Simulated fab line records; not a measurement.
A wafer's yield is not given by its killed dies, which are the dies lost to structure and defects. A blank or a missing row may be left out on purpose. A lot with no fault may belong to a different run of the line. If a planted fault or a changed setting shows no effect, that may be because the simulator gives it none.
Chamber matching + flow nandHarc + 4 sister chambers for NHARC_A_CONTACT_ETCH_92 on rieDiel-07
The step etches the open film in CH3F/O2, target depth 40 nm, time 85.7 s. 45 wafers are shown with their chamber, then 12 later ones without.

WAFERS WITH THEIR CHAMBER
| wafer  | chamber | showerheadPlenumPTorr (Torr) | drypumpMotorCurrentA (A) | rfVppV (V) |
|--------|---------|------------------------------|--------------------------|------------|
| L076.1 | 3       | 2.34                         | 6.1                      | 244.0      |
| L076.2 | 2       | 2.53                         | 6.2                      | 244.7      |
| L076.4 | 0       | 2.51                         | 5.6                      | 246.0      |
| L076.3 | 1       | 2.57                         | 5.9                      | 246.6      |
| L076.5 | 0       | 2.51                         | 5.6                      | 244.8      |
| L076.6 | 1       | 2.57                         | 5.9                      | 246.4      |
| L081.1 | 1       | 2.57                         | 5.9                      | 245.3      |
| L081.2 | 3       | 2.33                         | 6.2                      | 241.5      |
| L081.4 | 0       | 2.51                         | 5.6                      | 245.3      |
| L081.3 | 2       | 2.53                         | 6.2                      | 245.1      |
| L081.5 | 3       | 2.33                         | 6.2                      | 243.0      |
| L081.6 | 0       | 2.51                         | 5.6                      | 244.3      |
| L080.3 | 0       | 2.51                         | 5.6                      | 244.1      |
| L080.5 | 0       | 2.51                         | 5.6                      | 243.0      |
| L080.6 | 3       | 2.33                         | 6.2                      | 243.0      |
| L082.4 | 0       | 2.51                         | 5.6                      | 245.7      |
| L082.5 | 0       | 2.51                         | 5.6                      | 245.6      |
| L082.6 | 3       | 2.33                         | 6.2                      | 241.7      |
| L083.4 | 1       | 2.57                         | 5.9                      | 246.1      |
| L083.5 | 3       | 2.33                         | 6.2                      | 242.5      |
| L083.6 | 2       | 2.53                         | 6.2                      | 244.2      |
| L085.2 | 0       | 2.51                         | 5.6                      | 244.4      |
| L085.4 | 3       | 2.33                         | 6.2                      | 243.3      |
| L085.6 | 0       | 2.51                         | 5.6                      | 244.6      |
| L089.4 | 3       | 2.33                         | 6.2                      | 244.3      |
| L089.5 | 0       | 2.51                         | 5.7                      | 245.6      |
| L089.6 | 3       | 2.33                         | 6.2                      | 241.3      |
| L089.1 | 0       | 2.51                         | 5.6                      | 245.9      |
| L089.2 | 2       | 2.53                         | 6.2                      | 246.6      |
| L089.3 | 1       | 2.57                         | 5.9                      | 246.1      |
| L090.1 | 2       | 2.53                         | 6.2                      | 245.8      |
| L090.4 | 1       | 2.57                         | 5.9                      | 245.3      |
| L090.5 | 2       | 2.53                         | 6.2                      | 243.9      |
| L086.1 | 1       | 2.57                         | 5.9                      | 246.0      |
| L086.3 | 0       | 2.51                         | 5.6                      | 245.9      |
| L086.6 | 0       | 2.51                         | 5.6                      | 244.6      |
| L091.1 | 1       | 2.57                         | 5.9                      | 243.3      |
| L091.3 | 2       | 2.53                         | 6.2                      | 245.8      |
| L091.4 | 0       | 2.51                         | 5.6                      | 245.2      |
| L088.1 | 0       | 2.51                         | 5.6                      | 244.6      |
| L088.3 | 1       | 2.57                         | 5.9                      | 247.0      |
| L088.6 | 0       | 2.51                         | 5.6                      | 245.0      |
| L093.1 | 0       | 2.51                         | 5.6                      | 244.1      |
| L093.3 | 3       | 2.33                         | 6.2                      | 242.6      |
| L093.4 | 2       | 2.52                         | 6.2                      | 245.1      |

SIGNATURES, as means of the wafers listed above
| reading               | chamber 0 | chamber 1 | chamber 2 | chamber 3 | scatter within a chamber |
|-----------------------|-----------|-----------|-----------|-----------|--------------------------|
| showerheadPlenumPTorr | 2.5100    | 2.5700    | 2.5287    | 2.3310    | 0.00208                  |
| drypumpMotorCurrentA  | 5.606     | 5.900     | 6.200     | 6.190     | 0.0212                   |
| rfVppV                | 244.928   | 245.789   | 245.150   | 242.720   | 0.926                    |
Rule: for a wafer and a chamber, the distance is found by dividing, reading by reading, the gap between the wafer's reading and the chamber's mean by the reading's scatter, squaring, summing and taking the root. If the next closest chamber is less than 2 further off than the closest, the wafer can't be placed; otherwise it belongs to the closest. The scatter: take each reading less its chamber's mean, square it, sum over the shown wafers, divide by the number of wafers less the number of chambers, and take the root.

WAFERS WITH NO CHAMBER GIVEN
| wafer  | showerheadPlenumPTorr (Torr) | drypumpMotorCurrentA (A) | rfVppV (V) |
|--------|------------------------------|--------------------------|------------|
| L096.1 | 2.33                         | 6.2                      | 242.2      |
| L096.2 | 2.52                         | 6.2                      | 246.7      |
| L096.6 | 2.52                         | 6.2                      | 245.2      |
| L096.3 | 2.50                         | 5.7                      | 244.3      |
| L096.4 | 2.56                         | 5.9                      | 245.7      |
| L096.5 | 2.33                         | 6.2                      | 242.8      |
| L095.3 | 2.52                         | 6.2                      | 245.5      |
| L095.4 | 2.56                         | 5.9                      | 246.9      |
| L095.6 | 2.56                         | 5.9                      | 246.4      |
| L097.1 | 2.52                         | 6.2                      | 246.8      |
| L097.2 | 2.50                         | 5.6                      | 246.1      |
| L097.4 | 2.56                         | 5.9                      | 244.7      |

EACH ONE'S CHAMBER
| wafer  | from the rows above | in truth |
|--------|---------------------|----------|
| L096.1 | 3                   | 3        |
| L096.2 | 2                   | 2        |
| L096.6 | 2                   | 2        |
| L096.3 | 0                   | 0        |
| L096.4 | 1                   | 1        |
| L096.5 | 3                   | 3        |
| L095.3 | 2                   | 2        |
| L095.4 | 1                   | 1        |
| L095.6 | 1                   | 1        |
| L097.1 | 2                   | 2        |
| L097.2 | 0                   | 0        |
| L097.4 | 1                   | 1        |
Correct placement for 12 of the 12. Can't be placed from these rows: 0. Placed wrongly: 0.
